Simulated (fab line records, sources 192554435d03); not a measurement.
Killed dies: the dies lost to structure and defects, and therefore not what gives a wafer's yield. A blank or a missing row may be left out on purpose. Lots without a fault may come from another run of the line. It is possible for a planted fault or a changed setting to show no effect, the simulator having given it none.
fab line records	flow n5-finfet
[record] lots = 9	wafers = 26	last-day = 18
route steps=1938 shown BEOL_M3@969 BEOL_M4@1111 PASSIVATION@1936
lots that met no fault: taken from a fault-free run of the same line
start-h: the number of hours between the record's first day and the start of the first shown wafer of the lot	wait-h: hours from the lot's prior step to this one	" same as the row above	L1.1+2: several wafers, shown together as one row	- no value, or no start given	* or withheld: withheld	< > ~ a bound
route shown NAME@n: NAME is a module with steps in the file, n the number in the route of the first one	usual: mean/standard deviation taken from wafers without a fault	same: alike in all rows	chamber/n: place in a boat	sites: readings site by site	_std_site: the values' standard deviation	_edge_site: outer sites' mean less inner sites'	radius-mm: for every site, how far away it sits from the centre of the wafer	mask NAME#n: copy n	behind: the last tool/chamber to shape the wafer	hold: the reason the lot was held/the length of the hold in hours/how it ended	device: the n, p or np transistor that did not switch	end of line: tests run on the same wafers once the route is complete	for a step that has no rows: nothing shown but its recipe	killed: dies lost to structure and defects at the first sort, not the wafer's yield	map: a wafer's dies, x killed, . not, _ none there
set.NAME: setting as actually run; set.NAME@STEP: the setting as run at that earlier step	model.NAME: the simulator's own value behind a step, which no gauge read
a sample of lots followed through the steps of the route, with each step as a table and each wafer as a row
services: the hour from which a tool's chamber was out of use, counted from the record's first day as start-h (under 0 if before that day), plus the number of hours and why
[[steps]]
[step N5_BEOL_M3_DESCUM_33]
[recipe] chemistry = O2	time-s = 7	source-power-w = 50	bias-power-w = 20	pressure-mtorr = 20	rf-frequency-hz = 2.712e+07	temp-c = 40	resist = CAR-EUV	o2-flow-sccm = 225
[usual] drypump-motor-current-A = 5.7/0.45	oes-product-au = 0.84/0.064	rf-vpp-V = 243.0/1.2	showerhead-plenum-p-Torr = 2.08/0.055	throttle-valve-pct = 20.27/0.17
lot.wafer	tool	chamber	start-h	wait-h	drypump-motor-current-A	oes-product-au	rf-hours-counter-h	rf-vpp-V	showerhead-plenum-p-Torr	throttle-valve-pct
L862.2	rie-diel-01	1	186.89	0.3	5.4	0.87	34	243.0	2.06	20.04
L862.6	"	3	"	"	6.1	0.85	-	243.8	2.12	20.32
L864.1	rie-diel-03	2	187.22	0.2	5.8	0.78	111	243.8	2.11	20.24
L864.5	"	0	"	"	6.1	0.85	-	244.4	2.10	20.39
L864.6	"	3	"	"	6.5	0.90	-	246.3	2.23	20.30
L865.1	rie-diel-01	3	187.49	0.3	6.0	0.85	51	243.3	2.12	20.33
L865.3	"	1	"	"	5.4	0.87	34	243.2	2.06	20.01
L865.5	"	0	"	"	5.5	0.90	-	241.5	2.04	20.10
L869.3	rie-diel-03	2	205.71	0.0	5.8	0.78	118	244.0	2.10	20.26
L869.4	"	1	"	"	6.6	0.76	165	243.3	2.06	20.31
L869.6	"	2	"	"	5.8	0.77	-	244.7	2.10	20.25
L871.1	rie-diel-01	3	229.34	0.0	6.0	0.84	66	243.4	2.12	20.35
L871.3	"	2	"	"	5.3	0.89	36	243.4	2.06	20.31
L871.6	"	1	"	"	5.4	0.85	-	242.6	2.05	20.05
L872.2	rie-diel-05	0	229.56	0.0	5.1	0.70	196	241.6	2.01	20.45
L872.5	"	2	"	"	5.0	0.84	-	243.1	2.02	20.41
L872.6	"	0	"	"	5.1	0.70	-	241.6	2.01	20.47
L879.2	rie-diel-03	3	273.38	0.1	6.5	0.85	59	245.8	2.22	20.33
L879.3	"	1	"	"	6.6	0.74	186	243.2	2.05	20.34
L879.6	"	1	"	"	6.6	0.73	-	242.0	2.05	20.34
L881.4	rie-diel-01	2	288.21	0.0	5.2	0.87	54	242.4	2.05	20.33
L881.5	"	0	"	"	5.5	0.86	-	242.5	2.03	20.15
L881.6	"	1	"	"	5.4	0.84	-	243.0	2.05	20.08
L882.2	rie-diel-03	3	288.56	0.0	6.6	0.85	63	245.3	2.21	20.35
L882.3	"	2	"	"	5.8	0.76	143	243.2	2.09	20.26
L882.6	"	1	"	"	6.6	0.73	-	241.7	2.05	20.36
[step N5_BEOL_M3_ETCH_69]
[recipe] chemistry = CF4	target = SiARC	target-depth-a = 156	mask-material = CAR-EUV	time-s = 26	ion-energy-ev = 80	pressure-mtorr = 40	source-w = 545	bias-w = 36	Ar_flow_sccm = 100	cf4-flow-sccm = 100	ends = cleared
[usual] drypump-motor-current-A = 5.7/0.45	etch-rf-on-time-s = 26.2/0.86	mfc-ar-sccm = 99.98/0.29	oes-product-au = 0.71/0.054	rf-vpp-V = 183.9/1.1	showerhead-plenum-p-Torr = 2.13/0.057	throttle-valve-pct = 15.42/0.2
lot.wafer	tool	chamber	start-h	wait-h	drypump-motor-current-A	etch-rf-on-time-s	mfc-ar-sccm	oes-product-au	rf-hours-counter-h	rf-vpp-V	showerhead-plenum-p-Torr	throttle-valve-pct
L862.2	rie-diel-01	1	186.94	0.0	5.4	27.3	99.82	0.72	34	182.8	2.11	15.24
L862.6	"	3	"	"	6.1	25.8	100.19	0.74	-	184.3	2.19	15.56
L864.1	rie-diel-03	2	187.27	0.0	5.8	26.6	100.29	0.66	111	183.7	2.15	15.49
L864.5	"	0	"	"	6.0	25.1	100.06	0.73	-	184.0	2.15	15.50
L864.6	"	3	"	"	6.5	26.2	100.41	0.76	-	185.1	2.26	15.30
L865.1	rie-diel-01	3	187.54	0.0	6.0	25.8	100.05	0.74	51	184.3	2.19	15.56
L865.3	"	1	"	"	5.4	27.3	100.16	0.72	34	182.6	2.11	15.25
L865.5	"	0	"	"	5.5	24.9	100.14	0.78	-	184.1	2.09	15.26
L869.3	rie-diel-03	2	205.76	0.0	5.8	26.7	99.97	0.66	118	183.5	2.15	15.48
L869.4	"	1	"	"	6.6	26.4	99.91	0.65	165	184.2	2.12	15.67
L869.6	"	2	"	"	5.8	26.7	99.61	0.65	-	184.6	2.15	15.50
L871.1	rie-diel-01	3	229.39	0.0	6.0	25.8	99.99	0.72	66	184.2	2.19	15.58
L871.3	"	2	"	"	5.3	26.5	100.40	0.75	36	183.5	2.08	15.25
L871.6	"	1	"	"	5.4	27.2	99.97	0.71	-	183.4	2.10	15.26
L872.2	rie-diel-05	0	229.61	0.0	5.1	26.5	100.26	0.60	196	181.8	2.04	15.55
L872.5	"	2	"	"	5.1	26.4	99.80	0.71	-	181.7	2.07	15.53
L872.6	"	0	"	"	5.1	26.5	100.55	0.60	-	182.5	2.04	15.54
L879.2	rie-diel-03	3	273.43	0.0	6.5	25.9	99.67	0.72	59	185.9	2.25	15.35
L879.3	"	1	"	"	6.6	26.3	99.92	0.63	186	184.1	2.11	15.70
L879.6	"	1	"	"	6.6	26.4	100.02	0.63	-	184.5	2.12	15.71
L881.4	rie-diel-01	2	288.26	0.0	5.2	26.0	99.76	0.74	54	184.4	2.07	15.27
L881.5	"	0	"	"	5.5	24.5	99.66	0.74	-	183.6	2.08	15.33
L881.6	"	1	"	"	5.4	27.2	99.66	0.69	-	182.5	2.10	15.32
L882.2	rie-diel-03	3	288.61	0.0	6.5	26.2	99.67	0.72	63	186.2	2.25	15.36
L882.3	"	2	"	"	5.8	26.3	100.09	0.64	143	184.2	2.14	15.55
L882.6	"	1	"	"	6.5	26.5	100.37	0.62	-	183.0	2.11	15.73
[step N5_BEOL_M3_ETCHBACK_99]
[recipe] chemistry = CHF3	target = SiO2	target-depth-a = 50	time-s = 10.4	source-w = 215	bias-w = 47	Ar_flow_sccm = 200	CHF3_flow_sccm = 12	ion-energy-ev = 100	pressure-mtorr = 30
[usual] CHF3_flow_sccm = 12.00/0.035	bias-w = 46.97/0.13	drypump-motor-current-A = 5.8/0.47	mfc-ar-sccm = 200.0/0.6	oes-product-au = 0.82/0.067	rf-vpp-V = 242/7.6	showerhead-plenum-p-Torr = 2.16/0.069	throttle-valve-pct = 16.97/0.17
lot.wafer	tool	chamber	start-h	wait-h	CHF3_flow_sccm	bias-w	drypump-motor-current-A	mfc-ar-sccm	oes-product-au	rf-hours-counter-h	rf-vpp-V	showerhead-plenum-p-Torr	throttle-valve-pct
L862.2	rie-diel-01	3	192.83	5.8	12.05	46.97	6.0	199.5	0.85	53	229	2.22	17.13
L862.6	"	1	"	"	11.99	46.92	5.4	199.8	0.85	-	247	2.13	16.77
L864.1	rie-diel-01	2	195.93	8.5	12.00	46.98	5.3	199.7	0.91	25	246	2.11	16.77
L864.5	"	0	"	"	12.05	46.95	5.5	199.4	0.90	-	244	2.12	16.91
L864.6	"	1	"	"	12.04	47.07	5.4	199.8	0.84	-	245	2.13	16.77
L865.1	rie-diel-03	2	195.94	8.3	12.01	47.18	5.8	201.3	0.77	115	235	2.17	17.01
L865.3	"	3	"	"	12.02	47.18	6.5	200.0	0.89	36	238	2.31	16.97
L865.5	"	3	"	"	11.93	47.00	6.5	200.8	0.88	-	239	2.31	16.97
L869.3	rie-diel-05	3	206.71	0.6	11.99	47.07	5.8	200.3	0.71	-	254	2.24	17.51
L869.4	"	2	"	"	11.92	47.08	5.0	200.3	0.84	-	246	2.06	16.89
L869.6	"	2	"	"	11.96	46.85	5.0	199.4	0.85	-	246	2.06	16.89
L871.1	rie-diel-01	2	234.54	5.0	-	-	-	-	-	-	-	-	-
L871.3	"	0	"	"	-	-	-	-	-	-	-	-	-
L871.6	"	1	"	"	-	-	-	-	-	-	-	-	-
L872.2	rie-diel-01	3	238.87	9.1	-	-	-	-	-	-	-	-	-
L872.5	"	0	"	"	-	-	-	-	-	-	-	-	-
L872.6	"	1	"	"	-	-	-	-	-	-	-	-	-
L879.2	rie-diel-01	1	276.91	3.0	12.00	46.89	5.4	200.0	0.82	63	246	2.12	16.79
L879.3	"	2	"	"	11.90	47.13	5.2	199.8	0.86	50	247	2.10	16.80
L879.6	"	2	"	"	11.98	47.01	5.3	200.2	0.87	-	246	2.10	16.81
L882.2	rie-diel-01	3	295.93	7.2	12.00	47.02	6.0	199.8	0.81	86	230	2.21	17.18
L882.3	"	0	"	"	12.02	46.77	5.5	198.8	0.85	60	245	2.11	16.96
L882.6	"	2	"	"	11.95	46.87	5.2	199.8	0.86	-	245	2.09	16.81
L881.4	rie-diel-03	3	297.99	9.6	12.00	46.85	6.5	200.5	0.84	66	236	2.30	17.01
L881.5	"	0	"	"	11.96	46.73	6.1	200.8	0.80	-	249	2.15	17.03
L881.6	"	3	"	"	12.06	47.10	6.5	200.7	0.84	-	237	2.30	17.03
[step N5_BEOL_M3_ETCH_70]
[recipe] chemistry = N2/H2	target = SOC	target-depth-a = 800	overetch-a = 160	mask-material = SiARC	temp-c = 40	time-s = 120	ion-energy-ev = 200	pressure-mtorr = 30	source-w = 840	bias-w = 150	n2-flow-sccm = 200	h2-flow-sccm = 200
[usual] drypump-motor-current-A = 5.8/0.47	oes-product-au = 0.63/0.046	rf-vpp-V = 523.9/2.2	showerhead-plenum-p-Torr = 2.53/0.078	throttle-valve-pct = 17.62/0.26
lot.wafer	tool	chamber	start-h	wait-h	drypump-motor-current-A	oes-product-au	rf-hours-counter-h	rf-vpp-V	showerhead-plenum-p-Torr	throttle-valve-pct
L862.2	rie-diel-01	3	192.87	0.0	6.1	0.66	53	525.8	2.57	17.68
L862.6	"	1	"	"	5.4	0.66	-	521.5	2.48	17.23
L864.1	rie-diel-01	2	195.97	0.0	5.3	0.69	25	522.1	2.45	17.26
L864.5	"	0	"	"	5.6	0.67	-	523.0	2.47	17.53
L864.6	"	1	"	"	5.4	0.65	-	523.9	2.48	17.25
L865.1	rie-diel-03	2	195.98	0.0	5.8	0.60	115	524.1	2.56	17.62
L865.3	"	3	"	"	6.5	0.69	36	527.1	2.69	17.60
L865.5	"	3	"	"	6.5	0.68	-	529.0	2.69	17.61
L869.3	rie-diel-05	3	206.78	0.1	5.8	0.55	-	527.2	2.63	18.16
L869.4	"	2	"	"	5.1	0.65	-	522.0	2.45	17.68
L869.6	"	2	"	"	5.1	0.64	-	521.9	2.45	17.72
L871.1	rie-diel-01	2	234.58	0.0	5.3	0.67	37	522.4	2.44	17.28
L871.3	"	0	"	"	5.5	0.66	42	523.4	2.46	17.56
L871.6	"	1	"	"	5.4	0.66	-	522.9	2.48	17.27
L872.2	rie-diel-01	3	238.90	0.0	6.0	0.65	69	524.4	2.57	17.69
L872.5	"	0	"	"	5.5	0.65	-	522.2	2.46	17.55
L872.6	"	1	"	"	5.4	0.65	-	522.2	2.47	17.28
L879.2	rie-diel-01	1	276.94	0.0	5.4	0.63	63	522.0	2.47	17.28
L879.3	"	2	"	"	5.3	0.66	50	522.6	2.44	17.31
L879.6	"	2	"	"	5.2	0.65	-	522.6	2.44	17.33
L882.2	rie-diel-01	3	295.97	0.0	6.0	0.62	86	525.5	2.56	17.73
L882.3	"	0	"	"	5.5	0.64	60	522.3	2.46	17.59
L882.6	"	2	"	"	5.3	0.65	-	521.4	2.44	17.31
L881.4	rie-diel-03	3	298.02	0.0	6.5	0.64	67	526.7	2.68	17.63
L881.5	"	0	"	"	6.1	0.61	-	523.3	2.57	18.07
L881.6	"	3	"	"	6.6	0.65	-	527.4	2.68	17.67
[step N5_BEOL_M4_RC_MEAS_101]
[usual] DIBL_N = 37.2/2.5	DIBL_P = 38/3	IOFF_N = 0.17/0.044	IOFF_P = 0.24/0.059	ION_N = 667/13	ION_P = 461/7.9	SS_N = 71.8/0.86	SS_P = 73.6/0.92	VT_N = 250/4.1	VT_P = -249/3.9
lot.wafer	tool	chamber	start-h	wait-h	DIBL_N[mV/V]	DIBL_P[mV/V]	IOFF_N[nA/um]	IOFF_P[nA/um]	ION_N[uA/um]	ION_P[uA/um]	SS_N[mV/dec]	SS_P[mV/dec]	VT_N[mV]	VT_P[mV]
L862.2	prober-01	0	211.06	0.2	35.1	35	0.12	0.19	652	454	72.0	72.7	254	-250
L862.6	"	0	"	"	40.2	42	0.23	0.34	677	461	73.0	75.4	245	-245
L864.1	prober-01	0	212.72	0.0	38.4	38	0.17	0.24	684	465	71.6	74.1	251	-251
L864.5	"	0	"	"	37.4	38	0.16	0.23	667	460	72.3	73.9	254	-250
L864.6	"	0	"	"	39.7	40	0.20	0.29	682	475	72.5	74.6	248	-246
L865.1	prober-01	0	214.05	0.0	30.9	31	0.08	0.13	630	442	70.1	71.6	263	-256
L865.3	"	0	"	"	34.6	35	0.12	0.18	668	462	70.9	72.9	254	-254
L865.5	"	0	"	"	34.8	35	0.13	0.18	656	452	70.5	73.3	252	-253
L869.3	prober-01	0	233.36	0.3	38.9	40	0.23	0.27	681	462	73.0	74.5	246	-250
L869.4	"	0	"	"	35.6	37	0.16	0.22	665	454	72.6	73.7	251	-251
L869.6	"	0	"	"	34.8	35	0.14	0.18	657	449	71.6	72.8	254	-253
L879.2	prober-01	0	290.89	0.2	37.1	36	0.14	0.22	651	452	71.5	73.0	254	-248
L879.3	"	0	"	"	35.6	36	0.14	0.22	666	464	71.0	73.4	250	-249
L879.6	"	0	"	"	39.0	39	0.18	0.28	665	464	72.2	74.2	249	-247
L882.2	prober-02	0	314.24	0.2	32.1	33	0.11	0.15	655	449	70.3	71.7	254	-254
L882.3	"	0	"	"	32.5	32	0.11	0.15	664	453	70.4	72.1	255	-256
L882.6	"	0	"	"	34.2	36	0.14	0.19	672	465	70.5	72.6	252	-251
L881.4	prober-01	0	315.86	0.5	39.9	38	0.18	0.24	658	458	72.5	72.9	251	-249
L881.5	"	0	"	"	39.3	38	0.16	0.25	663	462	72.0	73.2	253	-246
L881.6	"	0	"	"	35.9	33	0.12	0.19	657	451	71.3	71.8	257	-251
[step N5_PASSIVATION_PROBE_49]
[usual] defect-limited-yield = 91.5/1.4	killed_at_M0_to_M3 = 32/11	killed_at_M4_up = 12/4.4	killed-at-contacts = 13/6.1	killed-at-front-end = 39/12	killed-at-other = 3.9/3	killed-dies = 100/17	killed-on-rim = 13/3.9	killed-open = 66/12	killed-short = 33/7.4	sort_bin_5_function = 5.0/0.95	sort_bin_6_memory = 3.2/0.66	sort_bin_8_speed = 0.0/0.33	sort-n-pass = 1079/17	sort-yield-pct = 91.4/1.5
[same] gross-dies = 1180	killed-at-back-side = 0	sort_bin_4_leakage[%] = 0
lot.wafer	tool	chamber	start-h	wait-h	defect-limited-yield[%]	killed_at_M0_to_M3	killed_at_M4_up	killed-at-contacts	killed-at-front-end	killed-at-other	killed-dies	killed-on-rim	killed-open	killed-short	sort_bin_5_function[%]	sort_bin_6_memory[%]	sort_bin_8_speed[%]	sort-n-pass	sort-yield-pct[%]
L864.1	prober-02	-	324.82	0.0	90.3	43	8	12	51	1	115	20	77	36	6.0	3.5	0	1065	90.3
L864.5	prober-02	-	325.02	0.2	92.6	18	7	19	42	1	87	14	64	18	4.4	2.6	0	1093	92.6
L864.6	prober-02	-	325.07	0.3	91.2	43	13	11	36	1	104	15	67	36	5.7	2.5	0	1076	91.2
L862.2	prober-01	-	325.23	0.1	90.6	40	7	18	38	8	111	14	80	29	4.7	4.0	0	1069	90.6
L862.6	prober-01	-	325.43	0.3	91.6	37	10	10	40	2	99	16	61	35	4.9	3.2	0	1081	91.6
L865.1	prober-01	-	327.16	0.0	91.9	17	12	19	45	3	96	13	64	25	4.2	3.1	3.0	1049	88.9
L865.3	prober-01	-	327.26	0.1	91.4	36	16	8	36	5	101	13	65	36	5.5	2.8	0	1079	91.4
L865.5	prober-01	-	327.36	0.2	90.8	26	14	15	49	4	108	15	69	39	5.8	2.7	0	1072	90.8
L869.3	prober-02	-	340.28	0.1	93.3	25	9	11	32	2	79	6	45	30	3.3	3.1	0	1101	93.3
L869.4	prober-02	-	340.33	0.2	93.2	17	17	17	28	1	80	14	59	20	3.6	3.1	0	1100	93.2
L869.6	prober-02	-	340.43	0.3	94.3	24	14	3	24	2	67	7	45	22	2.5	3.1	0	1113	94.3
L872.2	prober-02	-	349.30	0.1	0	1131	7	6	36	0	1180	152	44	26	98.0	1.6	0	0	0
L872.5	prober-02	-	349.45	0.2	0	1121	21	5	31	2	1180	152	53	44	96.2	3.5	0	0	0
L872.6	prober-02	-	349.50	0.3	0	1123	11	10	35	1	1180	152	48	31	96.9	2.8	0	0	0
L871.1	prober-02	-	353.61	0.0	0	1093	8	14	58	7	1180	152	86	39	95.2	4.7	0	0	0
L871.3	prober-02	-	353.71	0.1	0	1112	8	7	49	4	1180	152	72	28	96.9	2.8	0	0	0
L871.6	prober-02	-	353.86	0.3	0	1095	16	11	47	11	1180	152	70	44	96.9	2.6	0	0	0
L879.2	prober-02	-	396.77	0.1	92.2	36	10	12	32	2	92	10	55	37	5.0	2.6	0	1088	92.2
L879.3	prober-02	-	396.82	0.1	93.8	23	14	15	17	4	73	8	47	24	3.8	2.3	0	1107	93.8
L879.6	prober-02	-	396.97	0.3	93.5	16	19	10	31	1	77	9	47	30	3.6	2.5	0	1103	93.5
L882.2	prober-02	-	422.30	0.1	91.9	21	9	17	40	8	95	15	68	22	4.2	3.6	0	1085	91.9
L882.3	prober-02	-	422.35	0.1	89.9	35	10	12	52	10	119	17	74	44	6.5	3.3	0	1061	89.9
L882.6	prober-02	-	422.50	0.3	91.9	19	14	12	36	15	96	13	62	32	5.0	3.1	0	1084	91.9
L881.4	prober-01	-	432.62	0.2	90.7	28	8	14	51	9	110	9	76	29	4.7	3.6	0	1070	90.7
L881.5	prober-01	-	432.67	0.2	90.3	39	13	10	47	5	114	13	72	42	5.7	3.4	0	1066	90.3
L881.6	prober-01	-	432.72	0.3	89.6	35	5	22	54	7	123	12	84	39	5.9	4.2	0	1057	89.6
// killed by level:class
L864.1 BEOL_M0_SAQP:geometric-particle:open=11 STI_FIN_REVEAL:geometric-particle:open=10 MOL_CONTACT_COAG:geometric-particle:open=9 BEOL_M0_SAQP:geometric-particle:short=8 FIN_SAQP:geometric-particle:open=6 BEOL_M2:geometric-particle:open=6 BEOL_M3:geometric-particle:short=6 FIN_SAQP:geometric-particle:short=5
L864.5 MOL_CONTACT_COAG:geometric-particle:open=15 FIN_SAQP:geometric-particle:open=9 STI_FIN_REVEAL:geometric-particle:open=8 BEOL_M0_SAQP:geometric-particle:open=5 MOL_CONTACT_COAG:geometric-particle:short=4 BEOL_M0_SAQP:geometric-particle:short=4 FIN_SAQP:geometric-particle:short=3 DUMMY_GATE:geometric-particle:open=3
L864.6 BEOL_M0_SAQP:geometric-particle:open=13 BEOL_M0_SAQP:geometric-particle:short=12 FIN_SAQP:geometric-particle:open=8 STI_FIN_REVEAL:geometric-particle:open=8 FIN_SAQP:geometric-particle:short=7 MOL_CONTACT_COAG:geometric-particle:open=7 BEOL_M2:geometric-particle:open=7 BEOL_M4:geometric-particle:open=6
L862.2 BEOL_M1:geometric-particle:open=11 BEOL_M2:geometric-particle:open=11 FIN_SAQP:geometric-particle:open=10 MOL_CONTACT_COAG:geometric-particle:open=9 MOL_CONTACT_COAG:geometric-particle:short=8 BEOL_M0_SAQP:geometric-particle:open=7 BEOL_M3:geometric-particle:open=5 STI_FIN_REVEAL:geometric-particle:open=4
L862.6 FIN_SAQP:geometric-particle:short=14 BEOL_M1:geometric-particle:open=10 MOL_CONTACT_COAG:geometric-particle:open=8 BEOL_M0_SAQP:geometric-particle:open=7 DUMMY_GATE:geometric-particle:open=5 GATE_CUT:geometric-particle:short=5 BEOL_M0_SAQP:geometric-particle:short=5 BEOL_M8:geometric-particle:open=4
L865.1 MOL_CONTACT_COAG:geometric-particle:open=16 STI_FIN_REVEAL:geometric-particle:open=15 STI_FIN_REVEAL:geometric-particle:short=6 BEOL_M4:geometric-particle:open=6 HKMG_FIN:area-etch=6 BEOL_M0_SAQP:geometric-particle:open=4 FIN_SAQP:geometric-particle:short=4 GATE_CUT:geometric-particle:short=4
L865.3 BEOL_M0:geometric-particle:open=14 GATE_CUT:geometric-particle:short=9 BEOL_M4:geometric-particle:open=8 STI_FIN_REVEAL:geometric-particle:open=7 BEOL_M1:geometric-particle:open=6 MOL_CONTACT_COAG:geometric-particle:open=5 FIN_SAQP:geometric-particle:short=4 BEOL_M3:geometric-particle:open=4
L865.5 STI_FIN_REVEAL:geometric-particle:open=15 FIN_SAQP:geometric-particle:short=13 MOL_CONTACT_COAG:geometric-particle:open=12 BEOL_M0_SAQP:geometric-particle:short=8 BEOL_M0_SAQP:geometric-particle:open=8 BEOL_M4:geometric-particle:open=8 GATE_CUT:geometric-particle:short=6 FIN_SAQP:geometric-particle:open=4
L869.3 MOL_CONTACT_COAG:geometric-particle:open=10 FIN_SAQP:geometric-particle:short=6 BEOL_M1:geometric-particle:open=6 FIN_SAQP:geometric-particle:open=4 BEOL_M2:geometric-particle:open=4 STI_FIN_REVEAL:geometric-particle:open=3 GATE_CUT:geometric-particle:short=3 BEOL_M0_SAQP:geometric-particle:short=3
L869.4 MOL_CONTACT_COAG:geometric-particle:open=14 BEOL_M4:geometric-particle:open=12 FIN_SAQP:geometric-particle:short=6 BEOL_M0_SAQP:geometric-particle:short=6 FIN_SAQP:geometric-particle:open=5 DUMMY_GATE:geometric-particle:open=5 BEOL_M0_SAQP:geometric-particle:open=5 ILD0:geometric-particle:open=3
L869.6 BEOL_M0_SAQP:geometric-particle:short=8 BEOL_M0_SAQP:geometric-particle:open=8 FIN_SAQP:geometric-particle:open=7 BEOL_M5:geometric-particle:open=5 STI_FIN_REVEAL:geometric-particle:open=4 BEOL_M4:geometric-particle:open=4 ILD0:geometric-particle:short=3 MOL_CONTACT_COAG:geometric-particle:open=3
L872.2 BEOL_M3:area-etchback=1109 STI_FIN_REVEAL:geometric-particle:open=7 BEOL_M3:geometric-particle:open=7 FIN_SAQP:geometric-particle:short=6 MOL_CONTACT_COAG:geometric-particle:open=5 STARTING-WAFER:geometric-particle:short=5 GATE_CUT:geometric-particle:short=4 BEOL_M1:geometric-particle:open=4
L872.5 BEOL_M3:area-etchback=1083 BEOL_M0_SAQP:geometric-particle:short=14 BEOL_M0_SAQP:geometric-particle:open=11 BEOL_M1:geometric-particle:open=8 BEOL_M4:geometric-particle:open=8 GATE_CUT:geometric-particle:short=5 GATE_CUT:geometric-particle:open=5 BEOL_M4:geometric-particle:short=5
L872.6 BEOL_M3:area-etchback=1101 FIN_SAQP:geometric-particle:short=10 BEOL_M2:geometric-particle:open=7 MOL_CONTACT_COAG:geometric-particle:open=7 BEOL_M4:geometric-particle:open=6 DUMMY_GATE:geometric-particle:open=4 STARTING-WAFER:geometric-particle:open=4 STI_FIN_REVEAL:geometric-particle:open=3
L871.1 BEOL_M3:area-etchback=1055 STI_FIN_REVEAL:geometric-particle:open=15 FIN_SAQP:geometric-particle:open=13 FIN_SAQP:geometric-particle:short=12 MOL_CONTACT_COAG:geometric-particle:open=12 BEOL_M0_SAQP:geometric-particle:open=11 BEOL_M0_SAQP:geometric-particle:short=9 BEOL_M1:geometric-particle:open=8
L871.3 BEOL_M3:area-etchback=1078 STI_FIN_REVEAL:geometric-particle:open=18 BEOL_M3:geometric-particle:open=10 DUMMY_GATE:geometric-particle:open=9 BEOL_M1:geometric-particle:open=6 FIN_SAQP:geometric-particle:short=5 MOL_CONTACT_COAG:geometric-particle:open=5 BEOL_M0_SAQP:geometric-particle:short=5
L871.6 BEOL_M3:area-etchback=1064 STI_FIN_REVEAL:geometric-particle:open=19 MOL_CONTACT_COAG:geometric-particle:open=9 FIN_SAQP:geometric-particle:short=8 BEOL_M0_SAQP:geometric-particle:open=8 BEOL_M0_SAQP:geometric-particle:short=7 BEOL_M1:geometric-particle:open=6 BEOL_M1:geometric-particle:short=5
L879.2 BEOL_M0_SAQP:geometric-particle:short=12 MOL_CONTACT_COAG:geometric-particle:open=9 BEOL_M3:geometric-particle:open=8 FIN_SAQP:geometric-particle:short=8 BEOL_M0_SAQP:geometric-particle:open=8 GATE_CUT:geometric-particle:short=5 FIN_SAQP:geometric-particle:open=4 BEOL_M2:geometric-particle:open=4
L879.3 MOL_CONTACT_COAG:geometric-particle:open=12 BEOL_M0_SAQP:geometric-particle:open=6 BEOL_M4:geometric-particle:open=5 BEOL_M0_SAQP:geometric-particle:short=4 BEOL_M1:geometric-particle:short=4 STI_FIN_REVEAL:geometric-particle:open=3 DUMMY_GATE:geometric-particle:open=3 MOL_CONTACT_COAG:geometric-particle:short=3
L879.6 MOL_CONTACT_COAG:geometric-particle:open=8 BEOL_M4:geometric-particle:open=7 GATE_CUT:geometric-particle:short=6 STARTING-WAFER:geometric-particle:short=6 BEOL_M0_SAQP:geometric-particle:open=5 FIN_SAQP:geometric-particle:open=4 FIN_SAQP:geometric-particle:short=4 STI_FIN_REVEAL:geometric-particle:open=3
L882.2 MOL_CONTACT_COAG:geometric-particle:open=14 FIN_SAQP:geometric-particle:open=10 DUMMY_GATE:geometric-particle:open=7 GATE_CUT:geometric-particle:open=6 BEOL_M1:geometric-particle:open=4 GATE_CUT:geometric-particle:short=4 BEOL_M2:geometric-particle:open=4 BEOL_M3:geometric-particle:open=4
L882.3 BEOL_M2:geometric-particle:open=9 DUMMY_GATE:geometric-particle:open=9 GATE_CUT:geometric-particle:open=9 GATE_CUT:geometric-particle:short=9 FIN_SAQP:geometric-particle:open=8 MOL_CONTACT_COAG:geometric-particle:open=8 BEOL_M0_SAQP:geometric-particle:short=8 FIN_SAQP:geometric-particle:short=6
L882.6 MOL_CONTACT_COAG:geometric-particle:open=8 PASS1_CAP:geometric-particle:short=7 DUMMY_GATE:geometric-particle:open=6 GATE_CUT:geometric-particle:open=6 BEOL_M2:geometric-particle:open=5 BEOL_M4:geometric-particle:open=4 GATE_CUT:geometric-particle:short=4 MOL_CONTACT_COAG:geometric-particle:short=4
L881.4 FIN_SAQP:geometric-particle:open=19 MOL_CONTACT_COAG:geometric-particle:open=11 BEOL_M0:geometric-particle:open=6 BEOL_M0_SAQP:geometric-particle:short=5 BEOL_M0_SAQP:geometric-particle:open=5 HKMG_FIN:area-etch=5 FIN_SAQP:geometric-particle:short=4 DUMMY_GATE:geometric-particle:open=4
L881.5 FIN_SAQP:geometric-particle:open=11 BEOL_M0_SAQP:geometric-particle:open=11 BEOL_M3:geometric-particle:open=9 GATE_CUT:geometric-particle:short=8 BEOL_M0_SAQP:geometric-particle:short=8 BEOL_M4:geometric-particle:open=8 MOL_CONTACT_COAG:geometric-particle:open=6 BEOL_M1:geometric-particle:open=6
L881.6 MOL_CONTACT_COAG:geometric-particle:open=16 BEOL_M2:geometric-particle:open=9 FIN_SAQP:geometric-particle:open=8 STI_FIN_REVEAL:geometric-particle:open=7 BEOL_M3:geometric-particle:open=7 MOL_CONTACT_COAG:geometric-particle:short=6 FIN_SAQP:geometric-particle:short=5 DUMMY_GATE:geometric-particle:open=5
[[services]]
tool	chamber	start-h	hours	kind
rie-diel-05	-	183.76	15.6	pm
rie-diel-05	0	200.72	8.9	repair
rie-diel-05	1	203.12	7.6	repair
rie-diel-05	1	211.16	-	clean
rie-diel-05	1	211.16	-	consumable-replace:focus-ring
rie-diel-05	1	211.16	31.8	scheduled-down
rie-diel-05	1	211.16	31.8	vent-cycle
rie-diel-05	3	215.05	2.0	repair
rie-diel-03	3	256.81	3.9	repair
[[key]]
[first-sign] step = N5_BEOL_M3_ETCHBACK_99	reading = tool-record	direction = missing
[effect] step = N5_PASSIVATION_PROBE_49	reading = killed_at_M0_to_M3	direction = up	sigmas = 99+	usual = 32	struck = 1112
[more-kills-born-at] N5_BEOL_M3_ETCHBACK_99@rie-diel-01 = 6490
met-at N5_BEOL_M3_ETCHBACK_99
struck-lots L871,L872
later-rows-left-out L871.1,L871.3,L871.6,L872.2,L872.5,L872.6
not-acting-at N5_BEOL_M3_DESCUM_33,N5_BEOL_M3_ETCH_69,N5_BEOL_M3_ETCH_70
onset-between 195.93 234.54
[fault] kind = skipped-step-whole	tool = rie-diel-01	chamber = -	onset-h = 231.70	steps = N5_BEOL_M3_ETCHBACK_99	scope = struck-lots-only
// later-rows-left-out: the simulator's readings of these wafers behind a module that went badly wrong aren't trusted and aren't shown, but for the sort
